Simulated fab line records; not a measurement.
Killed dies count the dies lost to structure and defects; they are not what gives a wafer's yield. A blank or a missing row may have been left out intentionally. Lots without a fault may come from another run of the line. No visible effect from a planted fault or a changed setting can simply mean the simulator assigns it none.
The tool behind it: which one? || flow nandHarc || 14 lots, 42 wafers sampled, at 5 steps of a route of 1159

## WHAT THE GAUGES READ, wafer by wafer
NHARC_END_SORT_01. Usual: killedAtArray 28, standard deviation 11; killedAtOther 0.5, standard deviation 0.87; killedAtPeriphery 2.9, standard deviation 2.2; killedDies 32, standard deviation 11; killedOpen 3.2, standard deviation 1.9; killedShort 1.8, standard deviation 1.4.
{"lot": "L254", "measured": "day 21 05:05", "on": "prober-01", "killedAtArray": "68 63 106", "killedAtOther": "0 0 0", "killedAtPeriphery": "3 0 5", "killedDies": "71 63 111", "killedOpen": "3 3 7", "killedShort": "3 2 4", "flag": "OFF"}
{"lot": "L255", "measured": "day 21 03:29", "on": "prober-02", "killedAtArray": "110 78 105", "killedAtOther": "2 3 3", "killedAtPeriphery": "3 5 2", "killedDies": "115 86 110", "killedOpen": "5 5 5", "killedShort": "1 4 1", "flag": "OFF"}
{"lot": "L256", "measured": "day 21 12:56", "on": "prober-01", "killedAtArray": "84 101 76", "killedAtOther": "1 0 0", "killedAtPeriphery": "3 0 2", "killedDies": "88 101 78", "killedOpen": "2 1 2", "killedShort": "0 2 1", "flag": "OFF"}

## TOOL THAT RAN EACH LOT (tool first, then ch and the chambers of the sampled wafers, then the start)
{"lot": "L249", "NHARC_A_CONTACT_STRIP_27": "wetBench-02 ch 0,1,7, day 16 12:13", "NHARC_THIN_TSV_CMP_01": "cmp-04 ch 0,1, day 17 22:41", "NHARC_THIN_TSV_CMP_21": "cmp-04 ch 0,1, day 18 04:22", "NHARC_THIN_TSV_DEGAS_53": "pvdSputter-01, day 18 04:48"}
{"lot": "L250", "NHARC_A_CONTACT_STRIP_27": "wetBench-05 ch 2,3,5, day 17 05:48", "NHARC_THIN_TSV_CMP_01": "cmp-03 ch 0,1,3, day 18 19:07", "NHARC_THIN_TSV_CMP_21": "cmp-01 ch 0,1,3, day 19 04:35", "NHARC_THIN_TSV_DEGAS_53": "pvdSputter-01, day 19 05:04"}
{"lot": "L251", "NHARC_A_CONTACT_STRIP_27": "wetBench-05 ch 4,5,6, day 17 11:52", "NHARC_THIN_TSV_CMP_01": "cmp-01 ch 0,1,3, day 18 23:31", "NHARC_THIN_TSV_CMP_21": "cmp-04 ch 0,3, day 19 05:17", "NHARC_THIN_TSV_DEGAS_53": "pvdSputter-01, day 19 06:07"}
{"lot": "L252", "NHARC_A_CONTACT_STRIP_27": "wetBench-05 ch 0,3,4, day 17 13:47", "NHARC_THIN_TSV_CMP_01": "cmp-04 ch 0,2,3, day 19 00:40", "NHARC_THIN_TSV_CMP_21": "cmp-01 ch 0,2,3, day 19 07:12", "NHARC_THIN_TSV_DEGAS_53": "pvdSputter-01, day 19 11:26"}
{"lot": "L254", "NHARC_A_CONTACT_STRIP_27": "wetBench-02 ch 3,4,6, day 18 16:17", "NHARC_THIN_TSV_CMP_01": "cmp-01 ch 0,2,3, day 20 10:52", "NHARC_THIN_TSV_CMP_21": "cmp-03 ch 0,1, day 20 16:31", "NHARC_THIN_TSV_DEGAS_53": "pvdSputter-01, day 20 16:59"}
{"lot": "L255", "NHARC_A_CONTACT_STRIP_27": "wetBench-02 ch 0,1,3, day 18 21:10", "NHARC_THIN_TSV_CMP_01": "cmp-03 ch 0,1, day 20 12:02", "NHARC_THIN_TSV_CMP_21": "cmp-04 ch 1,2,3, day 20 17:51", "NHARC_THIN_TSV_DEGAS_53": "pvdSputter-01, day 20 18:16"}
{"lot": "L256", "NHARC_A_CONTACT_STRIP_27": "wetBench-02 ch 1,6,7, day 19 02:25", "NHARC_THIN_TSV_CMP_01": "cmp-01 ch 1,2,3, day 20 16:02", "NHARC_THIN_TSV_CMP_21": "cmp-04 ch 0,1,3, day 20 22:13", "NHARC_THIN_TSV_DEGAS_53": "pvdSputter-02, day 20 22:41"}
{"lot": "L264", "NHARC_A_CONTACT_STRIP_27": "wetBench-07 ch 0,4,7, day 20 10:13", "NHARC_THIN_TSV_CMP_01": "cmp-03 ch 0,1,2, day 21 19:19", "NHARC_THIN_TSV_CMP_21": "cmp-01 ch 0,1,3, day 22 00:53", "NHARC_THIN_TSV_DEGAS_53": "pvdSputter-02, day 22 01:20"}
{"lot": "L263", "NHARC_A_CONTACT_STRIP_27": "wetBench-05 ch 2,5,6, day 20 10:18", "NHARC_THIN_TSV_CMP_01": "cmp-03 ch 1,2,3, day 21 20:29", "NHARC_THIN_TSV_CMP_21": "cmp-04 ch 1,2,3, day 22 02:15", "NHARC_THIN_TSV_DEGAS_53": "pvdSputter-01, day 22 02:43"}
{"lot": "L269", "NHARC_A_CONTACT_STRIP_27": "wetBench-07 ch 0,2,6, day 21 16:10", "NHARC_THIN_TSV_CMP_01": "cmp-04 ch 1,2,3, day 23 02:40", "NHARC_THIN_TSV_CMP_21": "cmp-03 ch 0,2,3, day 23 08:50", "NHARC_THIN_TSV_DEGAS_53": "pvdSputter-03, day 23 09:17"}
{"lot": "L266", "NHARC_A_CONTACT_STRIP_27": "wetBench-07 ch 0,4,7, day 21 19:24", "NHARC_THIN_TSV_CMP_01": "cmp-03 ch 0,1,3, day 23 11:17", "NHARC_THIN_TSV_CMP_21": "cmp-03 ch 0,1,3, day 23 16:54", "NHARC_THIN_TSV_DEGAS_53": "pvdSputter-03, day 23 17:21"}
{"lot": "L271", "NHARC_A_CONTACT_STRIP_27": "wetBench-05 ch 0,3,6, day 22 19:51", "NHARC_THIN_TSV_CMP_01": "cmp-03 ch 0,2, day 24 01:29", "NHARC_THIN_TSV_CMP_21": "cmp-04 ch 1,2, day 24 07:17", "NHARC_THIN_TSV_DEGAS_53": "pvdSputter-02, day 24 07:42"}
{"lot": "L270", "NHARC_A_CONTACT_STRIP_27": "wetBench-02 ch 0,3,7, day 22 21:58", "NHARC_THIN_TSV_CMP_01": "cmp-01 ch 0,1,3, day 24 02:45", "NHARC_THIN_TSV_CMP_21": "cmp-01 ch 0,2, day 24 08:20", "NHARC_THIN_TSV_DEGAS_53": "pvdSputter-02, day 24 08:46"}
{"lot": "L272", "NHARC_A_CONTACT_STRIP_27": "wetBench-05 ch 0,2,3, day 23 04:44", "NHARC_THIN_TSV_CMP_01": "cmp-01 ch 1,2,3, day 24 15:37", "NHARC_THIN_TSV_CMP_21": "cmp-03 ch 0,1, day 24 21:43", "NHARC_THIN_TSV_DEGAS_53": "pvdSputter-03, day 24 22:10"}
- NHARC_A_CONTACT_STRIP_27: strips in post etch residue remover, time 600 s.
- NHARC_THIN_TSV_CMP_01: polishes.
- NHARC_THIN_TSV_CMP_21: polishes, t overpolish 30 s, target thk 2000 nm.
- NHARC_THIN_TSV_DEGAS_53: time 60 s.

## AS READ BY THE TOOLS THEMSELVES (means over the sampled wafers that have a number; for cases with no such wafer, the mark the record gives instead)
NHARC_THIN_TSV_CMP_01. Usual: motorCurrentA 11.9 A, standard deviation 1.3; slurryFilterDpKPa 13.51 kPa, standard deviation 0.12.
{"lot": "L249", "tool": "cmp-04", "motorCurrentA (A)": 11.1, "slurryFilterDpKPa (kPa)": 13.55, "flag": ""}
{"lot": "L250", "tool": "cmp-03", "motorCurrentA (A)": 12.0, "slurryFilterDpKPa (kPa)": 13.50, "flag": ""}
{"lot": "L251", "tool": "cmp-01", "motorCurrentA (A)": 11.6, "slurryFilterDpKPa (kPa)": 13.44, "flag": ""}
{"lot": "L252", "tool": "cmp-04", "motorCurrentA (A)": 10.5, "slurryFilterDpKPa (kPa)": 13.47, "flag": ""}
{"lot": "L254", "tool": "cmp-01", "motorCurrentA (A)": 12.6, "slurryFilterDpKPa (kPa)": 13.61, "flag": ""}
{"lot": "L255", "tool": "cmp-03", "motorCurrentA (A)": 12.0, "slurryFilterDpKPa (kPa)": 13.59, "flag": ""}
{"lot": "L256", "tool": "cmp-01", "motorCurrentA (A)": 12.4, "slurryFilterDpKPa (kPa)": 13.53, "flag": ""}
{"lot": "L264", "tool": "cmp-03", "motorCurrentA (A)": 12.3, "slurryFilterDpKPa (kPa)": 13.44, "flag": ""}
{"lot": "L263", "tool": "cmp-03", "motorCurrentA (A)": 12.8, "slurryFilterDpKPa (kPa)": 13.50, "flag": ""}
{"lot": "L269", "tool": "cmp-04", "motorCurrentA (A)": 10.7, "slurryFilterDpKPa (kPa)": 13.52, "flag": ""}
{"lot": "L266", "tool": "cmp-03", "motorCurrentA (A)": 11.8, "slurryFilterDpKPa (kPa)": 13.45, "flag": ""}
{"lot": "L271", "tool": "cmp-03", "motorCurrentA (A)": 11.7, "slurryFilterDpKPa (kPa)": 13.51, "flag": ""}
{"lot": "L270", "tool": "cmp-01", "motorCurrentA (A)": 11.4, "slurryFilterDpKPa (kPa)": 13.43, "flag": ""}
{"lot": "L272", "tool": "cmp-01", "motorCurrentA (A)": 12.8, "slurryFilterDpKPa (kPa)": 13.59, "flag": ""}

NHARC_THIN_TSV_CMP_21. Usual: motorCurrentA 11.9 A, standard deviation 1.3; overpolishRunS 30.001 s, standard deviation 0.0089; slurryFilterDpKPa 13.50 kPa, standard deviation 0.13.
{"lot": "L249", "tool": "cmp-04", "motorCurrentA (A)": 11.2, "overpolishRunS (s)": 30.001, "slurryFilterDpKPa (kPa)": 13.48, "flag": ""}
{"lot": "L250", "tool": "cmp-01", "motorCurrentA (A)": 11.5, "overpolishRunS (s)": 30.001, "slurryFilterDpKPa (kPa)": 13.48, "flag": ""}
{"lot": "L251", "tool": "cmp-04", "motorCurrentA (A)": 10.3, "overpolishRunS (s)": 30.002, "slurryFilterDpKPa (kPa)": 13.56, "flag": ""}
{"lot": "L252", "tool": "cmp-01", "motorCurrentA (A)": 12.5, "overpolishRunS (s)": 30.011, "slurryFilterDpKPa (kPa)": 13.70, "flag": ""}
{"lot": "L254", "tool": "cmp-03", "motorCurrentA (A)": 12.0, "overpolishRunS (s)": 29.997, "slurryFilterDpKPa (kPa)": 13.50, "flag": ""}
{"lot": "L255", "tool": "cmp-04", "motorCurrentA (A)": 11.3, "overpolishRunS (s)": 30.003, "slurryFilterDpKPa (kPa)": 13.43, "flag": ""}
{"lot": "L256", "tool": "cmp-04", "motorCurrentA (A)": 11.3, "overpolishRunS (s)": 30.012, "slurryFilterDpKPa (kPa)": 13.58, "flag": ""}
{"lot": "L264", "tool": "cmp-01", "motorCurrentA (A)": 11.6, "overpolishRunS (s)": 29.997, "slurryFilterDpKPa (kPa)": 13.60, "flag": ""}
{"lot": "L263", "tool": "cmp-04", "motorCurrentA (A)": 11.5, "overpolishRunS (s)": 29.998, "slurryFilterDpKPa (kPa)": 13.51, "flag": ""}
{"lot": "L269", "tool": "cmp-03", "motorCurrentA (A)": 12.4, "overpolishRunS (s)": 30.002, "slurryFilterDpKPa (kPa)": 13.55, "flag": ""}
{"lot": "L266", "tool": "cmp-03", "motorCurrentA (A)": 11.6, "overpolishRunS (s)": 29.997, "slurryFilterDpKPa (kPa)": 13.53, "flag": ""}
{"lot": "L271", "tool": "cmp-04", "motorCurrentA (A)": 12.1, "overpolishRunS (s)": 30.009, "slurryFilterDpKPa (kPa)": 13.52, "flag": ""}
{"lot": "L270", "tool": "cmp-01", "motorCurrentA (A)": 13.4, "overpolishRunS (s)": 30.002, "slurryFilterDpKPa (kPa)": 13.62, "flag": ""}
{"lot": "L272", "tool": "cmp-03", "motorCurrentA (A)": 12.2, "overpolishRunS (s)": 29.999, "slurryFilterDpKPa (kPa)": 13.55, "flag": ""}

NHARC_THIN_TSV_DEGAS_53. Usual: heaterPowerW 483 W, standard deviation 60.
{"lot": "L249", "tool": "pvdSputter-01", "heaterPowerW (W)": 482, "flag": ""}
{"lot": "L250", "tool": "pvdSputter-01", "heaterPowerW (W)": 539, "flag": ""}
{"lot": "L251", "tool": "pvdSputter-01", "heaterPowerW (W)": 463, "flag": ""}
{"lot": "L252", "tool": "pvdSputter-01", "heaterPowerW (W)": 507, "flag": ""}
{"lot": "L254", "tool": "pvdSputter-01", "heaterPowerW (W)": 467, "flag": ""}
{"lot": "L255", "tool": "pvdSputter-01", "heaterPowerW (W)": 460, "flag": ""}
{"lot": "L256", "tool": "pvdSputter-02", "heaterPowerW (W)": 461, "flag": ""}
{"lot": "L264", "tool": "pvdSputter-02", "heaterPowerW (W)": 462, "flag": ""}
{"lot": "L263", "tool": "pvdSputter-01", "heaterPowerW (W)": 541, "flag": ""}
{"lot": "L269", "tool": "pvdSputter-03", "heaterPowerW (W)": 501, "flag": ""}
{"lot": "L266", "tool": "pvdSputter-03", "heaterPowerW (W)": 485, "flag": ""}
{"lot": "L271", "tool": "pvdSputter-02", "heaterPowerW (W)": 499, "flag": ""}
{"lot": "L270", "tool": "pvdSputter-02", "heaterPowerW (W)": 425, "flag": ""}
{"lot": "L272", "tool": "pvdSputter-03", "heaterPowerW (W)": 500, "flag": ""}

## THE ANSWER, worked out from the rows above alone
Rule: take the mean of a lot's wafers that have a number; if it is more than 3 standard deviations from the usual mean, the lot is off. Also off: a lot with no number at a reading for which 4 or more lots have one. Where the step has rows for the other lots, those lots are counted as sound. The gauges are gone through in route order, then the tools' own readings, and for those a lot's mean is taken as printed above. The first step at which some lot is off is used, and at that step the reading that is off furthest; a lot without a number counts as furthest.
Off: L254, L255, L256 (NHARC_END_SORT_01, killedDies). Neither off nor sound, because the step has no rows for them: L249, L250, L251, L252, L264, L263, L269, L266, L271, L270, L272.
If a tool, at a process step before that reading, ran all the lots that are off and no sound lot after the first of them, it fits. Gauges at NHARC_END_SORT_01: tried the same way as those tools. One fits: NHARC_A_CONTACT_STRIP_27 on wetBench-02. It ran no sound lot before its first lot that is off in this sample, so the start can't be narrowed down.

## WHAT HAD BEEN PUT IN BY THE SIMULATOR
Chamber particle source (wetBench-02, NHARC_A_CONTACT_STRIP_27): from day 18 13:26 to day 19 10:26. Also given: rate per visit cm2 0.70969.
Lots struck among those shown: L255, L254, L256. The rule given above showed the same thing.
